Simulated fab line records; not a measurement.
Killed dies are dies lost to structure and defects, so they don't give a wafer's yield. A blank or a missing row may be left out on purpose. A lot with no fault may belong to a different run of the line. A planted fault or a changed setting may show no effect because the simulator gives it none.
Comparing a struck lot with a sound one / flow nand harc / 15 steps out of a route of 1159
Sound: wafers L529.1, L529.2, L529.6. Wafers L539.2, L539.6 were the ones struck. The cause comes at the end.
Per side, at each step with rows, come the tool, then ch with its chambers, and then its first start. Under that, the readings that differ: sound wafers / struck wafers / difference of the means / sigmas: that difference in standard deviations of wafers without a fault.
alike: words and numbers the same on both sides, and readings whose means are apart by under 2 such deviations; not compared: readings that were withheld, readings missing a value for some wafer, numbers with overlapping values and no deviation given by the record, and bounds like >300 which may hide the same value.
A row with sigmas, a row that says differs or no value, or rows on one side alone: a step with any of these is where the two part. Numbers that have no deviation but don't overlap get no sigmas and don't part them. A reading missing from all wafers of one side parts the sides only when that side holds two or more wafers.

first, 7 steps without rows for these wafers: NHARC_A_CONTACT_COAT_87 (time 65 s); NHARC_A_CONTACT_COAT_02 (resist thk 90 nm); NHARC_A_CONTACT_SOFTBAKE_03 (time 55 s); NHARC_A_CONTACT_EBR_04; NHARC_A_CONTACT_EXPOSE_05 (exposes mask A CC); NHARC_A_CONTACT_PEB_06 (peb time 65 s); NHARC_A_CONTACT_DEVELOP_07 (develop time 35 s).
NHARC_A_CONTACT_CD_MEAS_08 targets a cd of 100 nm.
  sound on cd sem-02 ch 0, day 19 07:42; struck on cd sem-02 ch 0, day 21 13:06
  alike: cd nm
NHARC_A_CONTACT_OVL_MEAS_09:
  struck on overlay-02, day 21 13:11; sound on overlay-01, day 19 07:48
  alike: overlay x nm, overlay y nm
NHARC_A_CONTACT_INSPECT_10:
  struck on defect inspect-02, day 21 13:13; sound on defect inspect-02, day 19 07:50
reading=raw defect count; sound=69 59 40; struck=14 14; difference=-42; sigmas=-3
NHARC_A_CONTACT_DESCUM_13: chemistry O2, time 3 s.
  sound on rie diel-04 ch 0,1,2, day 19 07:54; struck on rie diel-08 ch 0,1, day 21 13:18
  alike: drypump motor current A, o2 flow sccm, oes product au, rf vpp V, showerhead plenum p Torr, throttle valve pct
  not compared: rf hours counter h
NHARC_A_CONTACT_ETCH_88: etches the open film in CF4, target depth 39 nm, time 65 s.
  sound on rie diel-04 ch 0,1, day 19 07:59; struck on rie diel-08 ch 0,3, day 21 13:22
  alike: drypump motor current A, oes product au, rf vpp V, showerhead plenum p Torr, throttle valve pct
  not compared: rf hours counter h
NHARC_A_CONTACT_ETCH_89: etches the open film in N2/H2, target depth 260 nm, time 475.3 s.
  sound on rie diel-04 ch 0,1,3, day 19 08:10; struck on rie diel-08 ch 0,1, day 21 13:32
reading=oes product au (a.u.); sound=0.994 0.990 0.993; struck=0.876 0.893; difference=-0.108; sigmas=-11
  alike: drypump motor current A, rf vpp V, showerhead plenum p Torr, throttle valve pct
  not compared: rf hours counter h
NHARC_A_CONTACT_ETCH_30: etches the open film in CF4/CHF3, target depth 60.5 nm, time 30.2 s.
  sound on rie diel-04 ch 0,2; struck on rie diel-08 ch 2
  alike: drypump motor current A, oes product au, rf vpp V, showerhead plenum p Torr, throttle valve pct
  not compared: rf hours counter h
-- record jumps: 2 days between struck wafers' starts before vs after; left off in module A_CONTACT, resumes in module END, first step shown is number 1159 of the route --
NHARC_END_SORT_01:
  the record has rows for the struck wafers here (prober-01 ch 0, day 23 20:41) and none for the sound ones

== WHERE THEY PART ==
At NHARC_A_CONTACT_INSPECT_10 first; at NHARC_END_SORT_01 last (within this record only).

WHY: whatever the simulator had introduced
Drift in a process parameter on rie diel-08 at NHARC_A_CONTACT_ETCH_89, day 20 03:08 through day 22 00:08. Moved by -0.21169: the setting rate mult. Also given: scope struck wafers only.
